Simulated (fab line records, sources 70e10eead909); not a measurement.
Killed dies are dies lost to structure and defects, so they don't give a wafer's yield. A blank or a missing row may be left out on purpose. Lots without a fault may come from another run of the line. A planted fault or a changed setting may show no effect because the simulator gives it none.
Which tool did it? | flow nand_harc | 7 lots, 21 wafers sampled, at 1 step of a route of 1302

WHAT THE GAUGES READ, wafer by wafer
NHARC_A_CONTACT_OVL_MEAS_70.
lot  | measured     | on         | overlay_x_nm (nm)
L421 | day 22 08:38 | overlay-01 | 0.4 0.1 0.4
L425 | day 23 16:07 | overlay-02 | 1.2 0.6 1.1
L426 | day 25 00:41 | overlay-02 | 0.5 0.8 0.9
L429 | day 25 19:15 | overlay-02 | -0.8 -0.6 -0.6
L433 | day 26 13:19 | overlay-02 | -1.6 -2.2 -2.1
L434 | day 27 17:11 | overlay-02 | -0.9 -0.5 -0.6
L439 | day 28 17:48 | overlay-02 | 0.4 0.4 0.1

WHICH TOOL RAN EACH LOT (tool, then ch and the chambers of the sampled wafers, then the start)
The record holds no process step before these readings.

THE ANSWER, worked out from the rows above alone
Rule: what is usual is taken from the lots themselves. Put in order of their means at a reading, lots are off if they are a third of the lots or fewer, leave a main group of 4 or more, and stand apart from it by a gap of 3 or more times the standard deviation of the main group's means; of several such gaps the widest counts. A main group whose means are all the same, to the digits that the tables above print for the reading, isn't used. A lot without any number at a reading at which 4 lots or more have one is off too. The other lots that the step has rows for count as sound.
No lot is off at any reading shown: from this, nothing can be told.

WHAT THE SIMULATOR HAD PUT IN
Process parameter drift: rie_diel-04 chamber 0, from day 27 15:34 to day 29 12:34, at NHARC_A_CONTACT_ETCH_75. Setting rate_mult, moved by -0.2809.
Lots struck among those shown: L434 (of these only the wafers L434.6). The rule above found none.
